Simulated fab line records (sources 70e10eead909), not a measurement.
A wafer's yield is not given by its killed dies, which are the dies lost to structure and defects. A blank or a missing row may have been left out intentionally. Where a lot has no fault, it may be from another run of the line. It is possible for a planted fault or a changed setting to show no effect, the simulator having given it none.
A struck lot beside a sound one | flow nand harc | 13 steps out of a route of 1302
Sound: the wafers L163.2, L163.3, L163.4. Wafers L172.2, L172.3, L172.6 were the ones struck. The cause comes at the end.
At each step with rows: each side's tool, then ch and its chambers, then its first start. Under that, the readings that differ: sound wafers | struck wafers | difference of the means | sigmas: that difference in standard deviations of wafers without a fault.
alike: a reading whose means differ by less than 2 such deviations, as well as words and numbers matching on both sides. not compared: withheld readings; readings where some wafer has no value; bounds like >300 that might hide an equal value; numbers whose values overlap and for which the record gives no deviation.
The two part at a step that has a row with sigmas, a row that says differs or no value, or rows on one side only. Numbers that have no deviation but don't overlap get no sigmas and don't part them. Lack of a reading on every wafer of one side parts them only where that side has two or more wafers.

first, 4 steps without rows for these wafers: NHARC_A_STAIRCASE_PEB_182 (peb time 130 s); NHARC_A_STAIRCASE_DEVELOP_183 (time 140 s); NHARC_A_STAIRCASE_HARDBAKE_185 (time 140 s); NHARC_A_STAIRCASE_DESCUM_186 (chemistry O2, time 3 s).
NHARC_A_STAIRCASE_TRIM_187: chemistry O2, time 211.2 s.
  sound on rie diel-13 ch 0,3, day 19 01:57; struck on rie diel-08 ch 0,2, day 22 15:31
  alike: chamber pressure mTorr, drypump motor current A, mfc ar sccm, oes product au, rf vpp V, showerhead plenum p Torr, throttle valve pct
  not compared: rf hours counter h
then, 1 step without rows for these wafers: NHARC_A_STAIRCASE_ETCH_188 (etches the open film in C4F8/O2, target depth 100 nm, time 40.5 s).
NHARC_A_STAIRCASE_TRIM_189: chemistry O2, time 211.2 s.
  sound: rie diel-13 ch 0,3; struck: rie diel-08 ch 1,3
  reading            | sound     | struck            | difference | sigmas
  mfc ar sccm (sccm) | 0 0.000 0 | 0.021 0.014 0.014 | +0.016     | +3
  alike: chamber pressure mTorr, drypump motor current A, oes product au, rf vpp V, showerhead plenum p Torr, throttle valve pct
  not compared: rf hours counter h
NHARC_A_STAIRCASE_ETCH_190: etches the open film in C4F8/O2, target depth 100 nm, time 40.5 s.
  sound: rie diel-13 ch 0,3; struck: rie diel-08 ch 0,1,2
  alike: bias w, chamber pressure mTorr, oes product au, rf vpp V
  not compared: rf hours counter h
NHARC_A_STAIRCASE_TRIM_191: chemistry O2, time 211.2 s.
  sound: rie diel-13 ch 0,1; struck: rie diel-08 ch 1,2
  alike: chamber pressure mTorr, drypump motor current A, mfc ar sccm, oes product au, rf vpp V, showerhead plenum p Torr, throttle valve pct
  not compared: rf hours counter h
NHARC_A_STAIRCASE_ETCH_192: etches the open film in C4F8/O2, target depth 100 nm, time 40.5 s.
  sound: rie diel-13 ch 0,1; struck: rie diel-08 ch 0,1,3
  alike: bias w, chamber pressure mTorr, oes product au, rf vpp V
  not compared: rf hours counter h
then, 1 step without rows for these wafers: NHARC_A_STAIRCASE_TRIM_193 (chemistry O2, time 211.2 s).
NHARC_A_STAIRCASE_ETCH_194: etches the open film in C4F8/O2, target depth 100 nm, time 40.5 s.
  sound on rie diel-13 ch 0,1,3, day 19 04:08; struck on rie diel-08 ch 0,1,3, day 22 16:32
  no value came back on the struck wafers for bias w (W), chamber pressure mTorr (mTorr), oes product au (a.u.), rf vpp V (V); on the sound wafers bias w (W) reads 1000.8 1001.1 1004.7
  not compared: rf hours counter h
-- the record jumps here: 8 days lie between the struck wafers' starts before and after (it left off in module A_STAIRCASE and takes up again in module END, whose first step shown is number 1302 of the route) --
NHARC_END_SORT_01:
  here the record holds rows for the struck wafers (prober-01 ch 0, day 31 04:30) but none for the sound ones

## WHERE THEY PART
Earliest at NHARC_A_STAIRCASE_TRIM_189; latest, in this record, at NHARC_END_SORT_01.

WHY: what the simulator had put in
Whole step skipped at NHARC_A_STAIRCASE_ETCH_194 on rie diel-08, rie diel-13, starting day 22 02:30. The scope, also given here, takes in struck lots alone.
